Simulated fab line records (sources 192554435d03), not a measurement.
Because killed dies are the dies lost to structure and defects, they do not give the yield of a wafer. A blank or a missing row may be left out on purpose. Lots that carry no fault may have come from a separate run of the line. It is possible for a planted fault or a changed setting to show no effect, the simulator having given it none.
fab line records || flow n5_finfet
record: {"lots": 13, "wafers": 34, "last_day": 17}
route steps=1938 shown BEOL_M13@1675 BEOL_M14@1718
lots that met no fault: from a run of the same line without faults
start_h: start of the lot's first displayed wafer, in hours after the record's first day || wait_h: hours from the lot's prior step to this one || " unchanged from the row above || L1.1+2: a single row standing in for several wafers || - no value, or no start given || * or withheld: withheld || < > ~ a bound
route shown NAME@n: names a module that has steps shown in the file, with the first one's number in the route || usual: mean/standard deviation of fault-free wafers || same: alike in all rows || chamber/n: place in a boat || sites: each site's reading || _std_site: how widely they spread, as a standard deviation || _edge_site: mean of outer sites minus mean of inner sites || radius_mm: how far each site lies from the wafer's centre || mask NAME#n: copy n || behind: the most recent tool/chamber to have shaped the wafer || hold: the reason the lot was held/the length of the hold in hours/how it ended || device: whichever transistor did not switch (one of n, p or np) || end of line: the route-end tests of the same wafers || a step without rows: its recipe alone || killed: the dies lost at the first sort to structure and to defects; this is not the yield of the wafer || map: a wafer's dies, x killed, . not, _ none there
set.NAME: the setting as run; set.NAME@STEP: as run at that earlier step || model.NAME: the simulator's own value behind a step, which no gauge read
the route's steps for a sample of lots (tables are steps, rows are wafers)
services: from which hour (start_h, from the record's first day; less than 0 if before it) a tool's chamber was out of use, for how many hours, and why
== steps ==
step: N5_BEOL_M13_STRIP_63
recipe: {"chemistry": "N2/H2", "power_w": 1000, "temp_c": 250, "h2_frac": 0.65, "overash_fraction": 0.3, "pressure_mtorr": 1000, "n2_flow_sccm": 1750, "h2_flow_sccm": 3250}
usual: {"drypump_motor_current_A": "6.0/0.41", "heater_power_w": "336/23", "n2_flow_sccm": "1750/5.3", "oes_product_au": "0.674/0.005", "strip_time_to_endpoint_s": "27.6/1.3"}
same: {"overash_fraction": 0.3}
{"lot.wafer": "L635.4", "tool": "plasma_asher-02", "chamber": 0, "start_h": 226.56, "wait_h": "-", "drypump_motor_current_A": 6.4, "heater_power_w": 335, "n2_flow_sccm": 1758, "oes_product_au": 0.676, "rf_hours_counter_h": "-", "strip_time_to_endpoint_s": 25.8}
{"lot.wafer": "L635.6", "tool": "plasma_asher-02", "chamber": 1, "start_h": 226.56, "wait_h": "-", "drypump_motor_current_A": 5.7, "heater_power_w": 366, "n2_flow_sccm": 1743, "oes_product_au": 0.675, "rf_hours_counter_h": "-", "strip_time_to_endpoint_s": 25.9}
{"lot.wafer": "L634.1", "tool": "plasma_asher-01", "chamber": 0, "start_h": 232.48, "wait_h": "-", "drypump_motor_current_A": 6.3, "heater_power_w": 315, "n2_flow_sccm": 1753, "oes_product_au": 0.672, "rf_hours_counter_h": 64, "strip_time_to_endpoint_s": 28.9}
{"lot.wafer": "L634.4", "tool": "plasma_asher-01", "chamber": 1, "start_h": 232.48, "wait_h": "-", "drypump_motor_current_A": 5.4, "heater_power_w": 315, "n2_flow_sccm": 1746, "oes_product_au": 0.664, "rf_hours_counter_h": "-", "strip_time_to_endpoint_s": 26.8}
{"lot.wafer": "L637.4", "tool": "plasma_asher-02", "chamber": 0, "start_h": 245.33, "wait_h": "-", "drypump_motor_current_A": 6.4, "heater_power_w": 347, "n2_flow_sccm": 1749, "oes_product_au": 0.678, "rf_hours_counter_h": "-", "strip_time_to_endpoint_s": 30.0}
{"lot.wafer": "L637.5", "tool": "plasma_asher-02", "chamber": 1, "start_h": 245.33, "wait_h": "-", "drypump_motor_current_A": 5.7, "heater_power_w": 356, "n2_flow_sccm": 1750, "oes_product_au": 0.677, "rf_hours_counter_h": "-", "strip_time_to_endpoint_s": 28.1}
{"lot.wafer": "L637.6", "tool": "plasma_asher-02", "chamber": 0, "start_h": 245.33, "wait_h": "-", "drypump_motor_current_A": 6.4, "heater_power_w": 350, "n2_flow_sccm": 1754, "oes_product_au": 0.677, "rf_hours_counter_h": "-", "strip_time_to_endpoint_s": 28.2}
{"lot.wafer": "L638.1", "tool": "plasma_asher-01", "chamber": 0, "start_h": 258.73, "wait_h": "-", "drypump_motor_current_A": 6.3, "heater_power_w": 317, "n2_flow_sccm": 1753, "oes_product_au": 0.664, "rf_hours_counter_h": 69, "strip_time_to_endpoint_s": 26.7}
{"lot.wafer": "L638.2", "tool": "plasma_asher-01", "chamber": 1, "start_h": 258.73, "wait_h": "-", "drypump_motor_current_A": 5.4, "heater_power_w": 298, "n2_flow_sccm": 1752, "oes_product_au": 0.681, "rf_hours_counter_h": 69, "strip_time_to_endpoint_s": 27.6}
{"lot.wafer": "L638.6", "tool": "plasma_asher-01", "chamber": 1, "start_h": 258.73, "wait_h": "-", "drypump_motor_current_A": 5.3, "heater_power_w": 307, "n2_flow_sccm": 1747, "oes_product_au": 0.676, "rf_hours_counter_h": "-", "strip_time_to_endpoint_s": 25.4}
{"lot.wafer": "L640.2", "tool": "plasma_asher-02", "chamber": 0, "start_h": 264.74, "wait_h": "-", "drypump_motor_current_A": 6.4, "heater_power_w": 347, "n2_flow_sccm": 1747, "oes_product_au": 0.677, "rf_hours_counter_h": 126, "strip_time_to_endpoint_s": 28.4}
{"lot.wafer": "L640.3", "tool": "plasma_asher-02", "chamber": 1, "start_h": 264.74, "wait_h": "-", "drypump_motor_current_A": 5.8, "heater_power_w": 360, "n2_flow_sccm": 1751, "oes_product_au": 0.678, "rf_hours_counter_h": "-", "strip_time_to_endpoint_s": 28.6}
{"lot.wafer": "L640.6", "tool": "plasma_asher-02", "chamber": 0, "start_h": 264.74, "wait_h": "-", "drypump_motor_current_A": 6.4, "heater_power_w": 345, "n2_flow_sccm": 1751, "oes_product_au": 0.680, "rf_hours_counter_h": "-", "strip_time_to_endpoint_s": 28.5}
{"lot.wafer": "L647.3", "tool": "plasma_asher-01", "chamber": 0, "start_h": 314.33, "wait_h": "-", "drypump_motor_current_A": 6.3, "heater_power_w": 317, "n2_flow_sccm": 1744, "oes_product_au": 0.674, "rf_hours_counter_h": "-", "strip_time_to_endpoint_s": 27.7}
{"lot.wafer": "L647.5", "tool": "plasma_asher-01", "chamber": 1, "start_h": 314.33, "wait_h": "-", "drypump_motor_current_A": 5.4, "heater_power_w": 305, "n2_flow_sccm": 1748, "oes_product_au": 0.672, "rf_hours_counter_h": "-", "strip_time_to_endpoint_s": 26.8}
{"lot.wafer": "L647.6", "tool": "plasma_asher-01", "chamber": 0, "start_h": 314.33, "wait_h": "-", "drypump_motor_current_A": 6.3, "heater_power_w": 314, "n2_flow_sccm": 1747, "oes_product_au": 0.668, "rf_hours_counter_h": "-", "strip_time_to_endpoint_s": 25.8}
{"lot.wafer": "L645.1", "tool": "plasma_asher-01", "chamber": 0, "start_h": 315.90, "wait_h": "-", "drypump_motor_current_A": 6.3, "heater_power_w": 316, "n2_flow_sccm": 1734, "oes_product_au": 0.667, "rf_hours_counter_h": 81, "strip_time_to_endpoint_s": 29.5}
{"lot.wafer": "L645.4", "tool": "plasma_asher-01", "chamber": 0, "start_h": 315.90, "wait_h": "-", "drypump_motor_current_A": 6.3, "heater_power_w": 320, "n2_flow_sccm": 1744, "oes_product_au": 0.675, "rf_hours_counter_h": "-", "strip_time_to_endpoint_s": 29.1}
{"lot.wafer": "L648.1", "tool": "plasma_asher-02", "chamber": 1, "start_h": 334.55, "wait_h": "-", "drypump_motor_current_A": 5.7, "heater_power_w": 356, "n2_flow_sccm": 1753, "oes_product_au": 0.669, "rf_hours_counter_h": 140, "strip_time_to_endpoint_s": 28.6}
{"lot.wafer": "L648.5", "tool": "plasma_asher-02", "chamber": 0, "start_h": 334.55, "wait_h": "-", "drypump_motor_current_A": 6.4, "heater_power_w": 350, "n2_flow_sccm": 1755, "oes_product_au": 0.678, "rf_hours_counter_h": "-", "strip_time_to_endpoint_s": 28.7}
{"lot.wafer": "L648.6", "tool": "plasma_asher-02", "chamber": 1, "start_h": 334.55, "wait_h": "-", "drypump_motor_current_A": 5.8, "heater_power_w": 362, "n2_flow_sccm": 1747, "oes_product_au": 0.671, "rf_hours_counter_h": "-", "strip_time_to_endpoint_s": 28.3}
{"lot.wafer": "L649.3", "tool": "plasma_asher-01", "chamber": 0, "start_h": 334.70, "wait_h": "-", "drypump_motor_current_A": 6.3, "heater_power_w": 310, "n2_flow_sccm": 1758, "oes_product_au": 0.671, "rf_hours_counter_h": "-", "strip_time_to_endpoint_s": 25.8}
{"lot.wafer": "L649.4", "tool": "plasma_asher-01", "chamber": 1, "start_h": 334.70, "wait_h": "-", "drypump_motor_current_A": 5.3, "heater_power_w": 303, "n2_flow_sccm": 1751, "oes_product_au": 0.670, "rf_hours_counter_h": "-", "strip_time_to_endpoint_s": 25.1}
{"lot.wafer": "L649.6", "tool": "plasma_asher-01", "chamber": 1, "start_h": 334.70, "wait_h": "-", "drypump_motor_current_A": 5.4, "heater_power_w": 309, "n2_flow_sccm": 1752, "oes_product_au": 0.674, "rf_hours_counter_h": "-", "strip_time_to_endpoint_s": 26.6}
{"lot.wafer": "L651.1", "tool": "plasma_asher-02", "chamber": 0, "start_h": 335.00, "wait_h": "-", "drypump_motor_current_A": 6.4, "heater_power_w": 336, "n2_flow_sccm": 1745, "oes_product_au": 0.669, "rf_hours_counter_h": 140, "strip_time_to_endpoint_s": 29.1}
{"lot.wafer": "L651.2", "tool": "plasma_asher-02", "chamber": 1, "start_h": 335.00, "wait_h": "-", "drypump_motor_current_A": 5.7, "heater_power_w": 361, "n2_flow_sccm": 1747, "oes_product_au": 0.672, "rf_hours_counter_h": 140, "strip_time_to_endpoint_s": 28.7}
{"lot.wafer": "L651.6", "tool": "plasma_asher-02", "chamber": 1, "start_h": 335.00, "wait_h": "-", "drypump_motor_current_A": 5.8, "heater_power_w": 361, "n2_flow_sccm": 1748, "oes_product_au": 0.671, "rf_hours_counter_h": "-", "strip_time_to_endpoint_s": 27.2}
{"lot.wafer": "L653.3", "tool": "plasma_asher-01", "chamber": 0, "start_h": 340.06, "wait_h": "-", "drypump_motor_current_A": 6.3, "heater_power_w": 316, "n2_flow_sccm": 1751, "oes_product_au": 0.677, "rf_hours_counter_h": "-", "strip_time_to_endpoint_s": 28.8}
{"lot.wafer": "L653.4", "tool": "plasma_asher-01", "chamber": 1, "start_h": 340.06, "wait_h": "-", "drypump_motor_current_A": 5.3, "heater_power_w": 304, "n2_flow_sccm": 1747, "oes_product_au": 0.672, "rf_hours_counter_h": "-", "strip_time_to_endpoint_s": 30.3}
{"lot.wafer": "L654.2", "tool": "plasma_asher-02", "chamber": 1, "start_h": 345.64, "wait_h": "-", "drypump_motor_current_A": 5.7, "heater_power_w": 358, "n2_flow_sccm": 1760, "oes_product_au": 0.677, "rf_hours_counter_h": 143, "strip_time_to_endpoint_s": 28.4}
{"lot.wafer": "L654.3", "tool": "plasma_asher-02", "chamber": 0, "start_h": 345.64, "wait_h": "-", "drypump_motor_current_A": 6.4, "heater_power_w": 336, "n2_flow_sccm": 1760, "oes_product_au": 0.674, "rf_hours_counter_h": "-", "strip_time_to_endpoint_s": 28.7}
{"lot.wafer": "L654.5", "tool": "plasma_asher-02", "chamber": 1, "start_h": 345.64, "wait_h": "-", "drypump_motor_current_A": 5.7, "heater_power_w": 364, "n2_flow_sccm": 1744, "oes_product_au": 0.678, "rf_hours_counter_h": "-", "strip_time_to_endpoint_s": 26.3}
{"lot.wafer": "L657.2", "tool": "plasma_asher-02", "chamber": 0, "start_h": 382.91, "wait_h": "-", "drypump_motor_current_A": 6.4, "heater_power_w": 345, "n2_flow_sccm": 1740, "oes_product_au": 0.675, "rf_hours_counter_h": 149, "strip_time_to_endpoint_s": 28.0}
{"lot.wafer": "L657.5", "tool": "plasma_asher-02", "chamber": 0, "start_h": 382.91, "wait_h": "-", "drypump_motor_current_A": 6.4, "heater_power_w": 338, "n2_flow_sccm": 1746, "oes_product_au": 0.673, "rf_hours_counter_h": "-", "strip_time_to_endpoint_s": 26.9}
step: N5_BEOL_M13_OVL_MEAS_29
recipe: {"points_per_wafer": 44}
usual: {"M13_OVL": "0/4.9"}
same: {"points_per_wafer": 44}
{"lot.wafer": "L635.4", "tool": "overlay-02", "chamber": 0, "start_h": 227.11, "wait_h": 0.0, "M13_OVL[nm]": -3}
{"lot.wafer": "L635.6", "tool": "overlay-02", "chamber": 0, "start_h": 227.11, "wait_h": 0.0, "M13_OVL[nm]": 5}
{"lot.wafer": "L634.1", "tool": "overlay-01", "chamber": 0, "start_h": 233.05, "wait_h": 0.0, "M13_OVL[nm]": -5}
{"lot.wafer": "L634.4", "tool": "overlay-01", "chamber": 0, "start_h": 233.05, "wait_h": 0.0, "M13_OVL[nm]": -5}
{"lot.wafer": "L637.4", "tool": "overlay-01", "chamber": 0, "start_h": 246.00, "wait_h": 0.0, "M13_OVL[nm]": 1}
{"lot.wafer": "L637.5", "tool": "overlay-01", "chamber": 0, "start_h": 246.00, "wait_h": 0.0, "M13_OVL[nm]": 3}
{"lot.wafer": "L637.6", "tool": "overlay-01", "chamber": 0, "start_h": 246.00, "wait_h": 0.0, "M13_OVL[nm]": 2}
{"lot.wafer": "L638.1", "tool": "overlay-01", "chamber": 0, "start_h": 259.42, "wait_h": 0.0, "M13_OVL[nm]": 2}
{"lot.wafer": "L638.2", "tool": "overlay-01", "chamber": 0, "start_h": 259.42, "wait_h": 0.0, "M13_OVL[nm]": 4}
{"lot.wafer": "L638.6", "tool": "overlay-01", "chamber": 0, "start_h": 259.42, "wait_h": 0.0, "M13_OVL[nm]": 0}
{"lot.wafer": "L640.2", "tool": "overlay-01", "chamber": 0, "start_h": 265.43, "wait_h": 0.0, "M13_OVL[nm]": -2}
{"lot.wafer": "L640.3", "tool": "overlay-01", "chamber": 0, "start_h": 265.43, "wait_h": 0.0, "M13_OVL[nm]": -2}
{"lot.wafer": "L640.6", "tool": "overlay-01", "chamber": 0, "start_h": 265.43, "wait_h": 0.0, "M13_OVL[nm]": -5}
{"lot.wafer": "L647.3", "tool": "overlay-02", "chamber": 0, "start_h": 314.88, "wait_h": 0.0, "M13_OVL[nm]": 5}
{"lot.wafer": "L647.5", "tool": "overlay-02", "chamber": 0, "start_h": 314.88, "wait_h": 0.0, "M13_OVL[nm]": 3}
{"lot.wafer": "L647.6", "tool": "overlay-02", "chamber": 0, "start_h": 314.88, "wait_h": 0.0, "M13_OVL[nm]": 7}
{"lot.wafer": "L645.1", "tool": "overlay-01", "chamber": 0, "start_h": 316.46, "wait_h": 0.0, "M13_OVL[nm]": -5}
{"lot.wafer": "L645.4", "tool": "overlay-01", "chamber": 0, "start_h": 316.46, "wait_h": 0.0, "M13_OVL[nm]": -2}
{"lot.wafer": "L648.1", "tool": "overlay-01", "chamber": 0, "start_h": 335.11, "wait_h": 0.0, "M13_OVL[nm]": 7}
{"lot.wafer": "L648.5", "tool": "overlay-01", "chamber": 0, "start_h": 335.11, "wait_h": 0.0, "M13_OVL[nm]": 3}
{"lot.wafer": "L648.6", "tool": "overlay-01", "chamber": 0, "start_h": 335.11, "wait_h": 0.0, "M13_OVL[nm]": 6}
{"lot.wafer": "L649.3", "tool": "overlay-02", "chamber": 0, "start_h": 335.37, "wait_h": 0.0, "M13_OVL[nm]": -5}
{"lot.wafer": "L649.4", "tool": "overlay-02", "chamber": 0, "start_h": 335.37, "wait_h": 0.0, "M13_OVL[nm]": 4}
{"lot.wafer": "L649.6", "tool": "overlay-02", "chamber": 0, "start_h": 335.37, "wait_h": 0.0, "M13_OVL[nm]": 4}
{"lot.wafer": "L651.1", "tool": "overlay-02", "chamber": 0, "start_h": 335.69, "wait_h": 0.0, "M13_OVL[nm]": 6}
{"lot.wafer": "L651.2", "tool": "overlay-02", "chamber": 0, "start_h": 335.69, "wait_h": 0.0, "M13_OVL[nm]": 4}
{"lot.wafer": "L651.6", "tool": "overlay-02", "chamber": 0, "start_h": 335.69, "wait_h": 0.0, "M13_OVL[nm]": 5}
{"lot.wafer": "L653.3", "tool": "overlay-02", "chamber": 0, "start_h": 340.60, "wait_h": 0.0, "M13_OVL[nm]": -1}
{"lot.wafer": "L653.4", "tool": "overlay-02", "chamber": 0, "start_h": 340.60, "wait_h": 0.0, "M13_OVL[nm]": -3}
{"lot.wafer": "L654.2", "tool": "overlay-02", "chamber": 0, "start_h": 346.34, "wait_h": 0.0, "M13_OVL[nm]": -9}
{"lot.wafer": "L654.3", "tool": "overlay-02", "chamber": 0, "start_h": 346.34, "wait_h": 0.0, "M13_OVL[nm]": -5}
{"lot.wafer": "L654.5", "tool": "overlay-02", "chamber": 0, "start_h": 346.34, "wait_h": 0.0, "M13_OVL[nm]": -10}
{"lot.wafer": "L657.2", "tool": "overlay-02", "chamber": 0, "start_h": 383.47, "wait_h": 0.0, "M13_OVL[nm]": -6}
{"lot.wafer": "L657.5", "tool": "overlay-02", "chamber": 0, "start_h": 383.47, "wait_h": 0.0, "M13_OVL[nm]": -4}
step: N5_BEOL_M13_DEP_53
recipe: {"material": "SiCN", "target_thk_a": 500, "temp_c": "withheld", "precursor": "3MS/NH3", "pressure_torr": 3, "rf_w": 675, "time_s": 17.8}
usual: {"showerhead_plenum_p_Torr": "4.158/0.017", "throttle_valve_pct": "18.2/0.87"}
{"lot.wafer": "L635.4", "tool": "pecvd-03", "chamber": 0, "start_h": 229.51, "wait_h": 0.0, "showerhead_plenum_p_Torr": 4.160, "throttle_valve_pct": 17.8}
{"lot.wafer": "L635.6", "tool": "pecvd-03", "chamber": 1, "start_h": 229.51, "wait_h": 0.0, "showerhead_plenum_p_Torr": 4.155, "throttle_valve_pct": 18.3}
{"lot.wafer": "L634.1", "tool": "pecvd-02", "chamber": 1, "start_h": 235.68, "wait_h": 0.0, "showerhead_plenum_p_Torr": 4.156, "throttle_valve_pct": 19.0}
{"lot.wafer": "L634.4", "tool": "pecvd-02", "chamber": 2, "start_h": 235.68, "wait_h": 0.0, "showerhead_plenum_p_Torr": 4.135, "throttle_valve_pct": 17.8}
{"lot.wafer": "L637.4", "tool": "pecvd-03", "chamber": 1, "start_h": 249.85, "wait_h": 0.0, "showerhead_plenum_p_Torr": 4.154, "throttle_valve_pct": 18.1}
{"lot.wafer": "L637.5", "tool": "pecvd-03", "chamber": 0, "start_h": 249.85, "wait_h": 0.0, "showerhead_plenum_p_Torr": 4.158, "throttle_valve_pct": 17.5}
{"lot.wafer": "L637.6", "tool": "pecvd-03", "chamber": 2, "start_h": 249.85, "wait_h": 0.0, "showerhead_plenum_p_Torr": 4.143, "throttle_valve_pct": 16.8}
{"lot.wafer": "L638.1", "tool": "pecvd-04", "chamber": 1, "start_h": 263.41, "wait_h": 0.0, "showerhead_plenum_p_Torr": 4.171, "throttle_valve_pct": 18.5}
{"lot.wafer": "L638.2", "tool": "pecvd-04", "chamber": 2, "start_h": 263.41, "wait_h": 0.0, "showerhead_plenum_p_Torr": 4.206, "throttle_valve_pct": 17.4}
{"lot.wafer": "L638.6", "tool": "pecvd-04", "chamber": 2, "start_h": 263.41, "wait_h": 0.0, "showerhead_plenum_p_Torr": 4.191, "throttle_valve_pct": 17.1}
{"lot.wafer": "L640.2", "tool": "pecvd-02", "chamber": 1, "start_h": 270.00, "wait_h": 0.0, "showerhead_plenum_p_Torr": 4.161, "throttle_valve_pct": 19.2}
{"lot.wafer": "L640.3", "tool": "pecvd-02", "chamber": 0, "start_h": 270.00, "wait_h": 0.0, "showerhead_plenum_p_Torr": 4.166, "throttle_valve_pct": 19.4}
{"lot.wafer": "L640.6", "tool": "pecvd-02", "chamber": 1, "start_h": 270.00, "wait_h": 0.0, "showerhead_plenum_p_Torr": 4.158, "throttle_valve_pct": 19.0}
{"lot.wafer": "L647.3", "tool": "pecvd-02", "chamber": 2, "start_h": 318.66, "wait_h": 0.0, "showerhead_plenum_p_Torr": 4.132, "throttle_valve_pct": 17.9}
{"lot.wafer": "L647.5", "tool": "pecvd-02", "chamber": 1, "start_h": 318.66, "wait_h": 0.0, "showerhead_plenum_p_Torr": 4.164, "throttle_valve_pct": 18.8}
{"lot.wafer": "L647.6", "tool": "pecvd-02", "chamber": 2, "start_h": 318.66, "wait_h": 0.0, "showerhead_plenum_p_Torr": 4.138, "throttle_valve_pct": 18.1}
{"lot.wafer": "L645.1", "tool": "pecvd-03", "chamber": 0, "start_h": 319.45, "wait_h": 0.0, "showerhead_plenum_p_Torr": 4.158, "throttle_valve_pct": 17.4}
{"lot.wafer": "L645.4", "tool": "pecvd-03", "chamber": 2, "start_h": 319.45, "wait_h": 0.0, "showerhead_plenum_p_Torr": 4.146, "throttle_valve_pct": 16.9}
{"lot.wafer": "L648.1", "tool": "pecvd-03", "chamber": 0, "start_h": 338.10, "wait_h": 0.0, "showerhead_plenum_p_Torr": 4.150, "throttle_valve_pct": 17.5}
{"lot.wafer": "L648.5", "tool": "pecvd-03", "chamber": 0, "start_h": 338.10, "wait_h": 0.0, "showerhead_plenum_p_Torr": 4.151, "throttle_valve_pct": 17.5}
{"lot.wafer": "L648.6", "tool": "pecvd-03", "chamber": 1, "start_h": 338.10, "wait_h": 0.0, "showerhead_plenum_p_Torr": 4.171, "throttle_valve_pct": 18.7}
{"lot.wafer": "L651.1", "tool": "pecvd-04", "chamber": 1, "start_h": 338.64, "wait_h": 0.0, "showerhead_plenum_p_Torr": 4.156, "throttle_valve_pct": 18.5}
{"lot.wafer": "L651.2", "tool": "pecvd-04", "chamber": 2, "start_h": 338.64, "wait_h": 0.0, "showerhead_plenum_p_Torr": 4.202, "throttle_valve_pct": 17.4}
{"lot.wafer": "L651.6", "tool": "pecvd-04", "chamber": 0, "start_h": 338.64, "wait_h": 0.0, "showerhead_plenum_p_Torr": 4.145, "throttle_valve_pct": 19.4}
{"lot.wafer": "L649.3", "tool": "pecvd-02", "chamber": 1, "start_h": 338.77, "wait_h": 0.0, "showerhead_plenum_p_Torr": 4.163, "throttle_valve_pct": 19.0}
{"lot.wafer": "L649.4", "tool": "pecvd-02", "chamber": 0, "start_h": 338.77, "wait_h": 0.0, "showerhead_plenum_p_Torr": 4.164, "throttle_valve_pct": 19.2}
{"lot.wafer": "L649.6", "tool": "pecvd-02", "chamber": 1, "start_h": 338.77, "wait_h": 0.0, "showerhead_plenum_p_Torr": 4.155, "throttle_valve_pct": 19.2}
{"lot.wafer": "L653.3", "tool": "pecvd-02", "chamber": 1, "start_h": 346.70, "wait_h": 0.0, "showerhead_plenum_p_Torr": 4.162, "throttle_valve_pct": 19.1}
{"lot.wafer": "L653.4", "tool": "pecvd-02", "chamber": 2, "start_h": 346.70, "wait_h": 0.0, "showerhead_plenum_p_Torr": 4.133, "throttle_valve_pct": 18.3}
{"lot.wafer": "L654.2", "tool": "pecvd-03", "chamber": 0, "start_h": 349.56, "wait_h": 0.0, "showerhead_plenum_p_Torr": 4.159, "throttle_valve_pct": 17.6}
{"lot.wafer": "L654.3", "tool": "pecvd-03", "chamber": 2, "start_h": 349.56, "wait_h": 0.0, "showerhead_plenum_p_Torr": 4.152, "throttle_valve_pct": 17.0}
{"lot.wafer": "L654.5", "tool": "pecvd-03", "chamber": 2, "start_h": 349.56, "wait_h": 0.0, "showerhead_plenum_p_Torr": 4.149, "throttle_valve_pct": 16.8}
{"lot.wafer": "L657.2", "tool": "pecvd-02", "chamber": 1, "start_h": 386.26, "wait_h": 0.0, "showerhead_plenum_p_Torr": 4.168, "throttle_valve_pct": 19.1}
{"lot.wafer": "L657.5", "tool": "pecvd-02", "chamber": 2, "start_h": 386.26, "wait_h": 0.0, "showerhead_plenum_p_Torr": 4.135, "throttle_valve_pct": 18.3}
step: N5_BEOL_M14_COAT_58
recipe: {"resist": "BARC", "temp_c": 205, "time_s": 60, "spin_rpm": 1500, "resist_thk_nm": 89}
usual: {"spin_speed_rpm": "1500.1/0.95"}
{"lot.wafer": "L635.4", "tool": "litho_track-02", "chamber": 0, "start_h": 229.92, "wait_h": 0.0, "spin_speed_rpm": 1499.3}
{"lot.wafer": "L635.6", "tool": "litho_track-02", "chamber": 0, "start_h": 229.92, "wait_h": 0.0, "spin_speed_rpm": 1498.6}
{"lot.wafer": "L634.1", "tool": "litho_track-03", "chamber": 0, "start_h": 236.04, "wait_h": 0.0, "spin_speed_rpm": 1498.9}
{"lot.wafer": "L634.4", "tool": "litho_track-03", "chamber": 0, "start_h": 236.04, "wait_h": 0.0, "spin_speed_rpm": 1497.5}
{"lot.wafer": "L637.4", "tool": "litho_track-04", "chamber": 0, "start_h": 250.18, "wait_h": 0.0, "spin_speed_rpm": 1500.7}
{"lot.wafer": "L637.5", "tool": "litho_track-04", "chamber": 0, "start_h": 250.18, "wait_h": 0.0, "spin_speed_rpm": 1502.1}
{"lot.wafer": "L637.6", "tool": "litho_track-04", "chamber": 0, "start_h": 250.18, "wait_h": 0.0, "spin_speed_rpm": 1499.7}
{"lot.wafer": "L638.1", "tool": "litho_track-02", "chamber": 0, "start_h": 263.86, "wait_h": 0.0, "spin_speed_rpm": 1500.7}
{"lot.wafer": "L638.2", "tool": "litho_track-02", "chamber": 0, "start_h": 263.86, "wait_h": 0.0, "spin_speed_rpm": 1499.7}
{"lot.wafer": "L638.6", "tool": "litho_track-02", "chamber": 0, "start_h": 263.86, "wait_h": 0.0, "spin_speed_rpm": 1499.8}
{"lot.wafer": "L640.2", "tool": "litho_track-04", "chamber": 0, "start_h": 270.43, "wait_h": 0.0, "spin_speed_rpm": 1498.4}
{"lot.wafer": "L640.3", "tool": "litho_track-04", "chamber": 0, "start_h": 270.43, "wait_h": 0.0, "spin_speed_rpm": 1498.9}
{"lot.wafer": "L640.6", "tool": "litho_track-04", "chamber": 0, "start_h": 270.43, "wait_h": 0.0, "spin_speed_rpm": 1501.1}
{"lot.wafer": "L647.3", "tool": "litho_track-02", "chamber": 0, "start_h": 319.01, "wait_h": 0.0, "spin_speed_rpm": 1705.2}
{"lot.wafer": "L647.5", "tool": "litho_track-02", "chamber": 0, "start_h": 319.01, "wait_h": 0.0, "spin_speed_rpm": 1704.1}
{"lot.wafer": "L647.6", "tool": "litho_track-02", "chamber": 0, "start_h": 319.01, "wait_h": 0.0, "spin_speed_rpm": 1704.5}
{"lot.wafer": "L645.1", "tool": "litho_track-03", "chamber": 0, "start_h": 319.80, "wait_h": 0.0, "spin_speed_rpm": 1499.9}
{"lot.wafer": "L645.4", "tool": "litho_track-03", "chamber": 0, "start_h": 319.80, "wait_h": 0.0, "spin_speed_rpm": 1501.2}
{"lot.wafer": "L648.1", "tool": "litho_track-02", "chamber": 0, "start_h": 338.45, "wait_h": 0.0, "spin_speed_rpm": 1702.8}
{"lot.wafer": "L648.5", "tool": "litho_track-02", "chamber": 0, "start_h": 338.45, "wait_h": 0.0, "spin_speed_rpm": 1704.4}
{"lot.wafer": "L648.6", "tool": "litho_track-02", "chamber": 0, "start_h": 338.45, "wait_h": 0.0, "spin_speed_rpm": 1703.4}
{"lot.wafer": "L651.1", "tool": "litho_track-04", "chamber": 0, "start_h": 338.99, "wait_h": 0.0, "spin_speed_rpm": 1499.9}
{"lot.wafer": "L651.2", "tool": "litho_track-04", "chamber": 0, "start_h": 338.99, "wait_h": 0.0, "spin_speed_rpm": 1499.0}
{"lot.wafer": "L651.6", "tool": "litho_track-04", "chamber": 0, "start_h": 338.99, "wait_h": 0.0, "spin_speed_rpm": 1500.1}
{"lot.wafer": "L649.3", "tool": "litho_track-02", "chamber": 0, "start_h": 339.12, "wait_h": 0.0, "spin_speed_rpm": 1704.2}
{"lot.wafer": "L649.4", "tool": "litho_track-02", "chamber": 0, "start_h": 339.12, "wait_h": 0.0, "spin_speed_rpm": 1703.4}
{"lot.wafer": "L649.6", "tool": "litho_track-02", "chamber": 0, "start_h": 339.12, "wait_h": 0.0, "spin_speed_rpm": 1704.3}
{"lot.wafer": "L653.3", "tool": "litho_track-03", "chamber": 0, "start_h": 347.06, "wait_h": 0.0, "spin_speed_rpm": 1500.3}
{"lot.wafer": "L653.4", "tool": "litho_track-03", "chamber": 0, "start_h": 347.06, "wait_h": 0.0, "spin_speed_rpm": 1499.8}
{"lot.wafer": "L654.2", "tool": "litho_track-03", "chamber": 0, "start_h": 349.92, "wait_h": 0.0, "spin_speed_rpm": 1500.2}
{"lot.wafer": "L654.3", "tool": "litho_track-03", "chamber": 0, "start_h": 349.92, "wait_h": 0.0, "spin_speed_rpm": 1500.8}
{"lot.wafer": "L654.5", "tool": "litho_track-03", "chamber": 0, "start_h": 349.92, "wait_h": 0.0, "spin_speed_rpm": 1500.4}
{"lot.wafer": "L657.2", "tool": "litho_track-03", "chamber": 0, "start_h": 386.61, "wait_h": 0.0, "spin_speed_rpm": 1499.7}
{"lot.wafer": "L657.5", "tool": "litho_track-03", "chamber": 0, "start_h": 386.61, "wait_h": 0.0, "spin_speed_rpm": 1499.2}
== services ==
{"tool": "plasma_asher-01", "chamber": "-", "start_h": 216.65, "hours": 2.8, "kind": "pm"}
{"tool": "pecvd-03", "chamber": "-", "start_h": 250.52, "hours": 2.8, "kind": "pm"}
{"tool": "pecvd-04", "chamber": 1, "start_h": 255.50, "hours": 5.5, "kind": "scheduled_down"}
{"tool": "pecvd-04", "chamber": 0, "start_h": 260.96, "hours": 16.5, "kind": "scheduled_down"}
{"tool": "pecvd-04", "chamber": "-", "start_h": 299.98, "hours": 0.4, "kind": "repair"}
{"tool": "pecvd-02", "chamber": 1, "start_h": 356.37, "hours": 5.5, "kind": "scheduled_down"}
{"tool": "litho_track-04", "chamber": "-", "start_h": 384.30, "hours": "-", "kind": "consumable_replace:filter"}
== key ==
first_sign: {"step": "N5_BEOL_M14_COAT_58", "reading": "spin_speed_rpm", "direction": "up", "sigmas": "99+", "usual": "*", "struck": "*"}
effect none on later readings
met_at N5_BEOL_M14_COAT_58
struck_lots L647,L648,L649
baseline_loss: {"step": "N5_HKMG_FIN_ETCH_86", "wafers": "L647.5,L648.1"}
not_acting_at N5_BEOL_M13_STRIP_63,N5_BEOL_M13_OVL_MEAS_29,N5_BEOL_M13_DEP_53
onset_between 263.86 319.01
fault: {"kind": "process_parameter_drift", "tool": "litho_track-02", "chamber": "-", "onset_h": 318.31, "steps": "N5_BEOL_M14_COAT_58", "channel": "spin_rpm", "offset": "*", "shape": "step", "end_h": 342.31, "acts_in": "*", "stated": "*"}
baseline_loss: these wafers lose ten dies or more at that step, a loss of the line's own and not of a fault; the sort's usual values leave them out
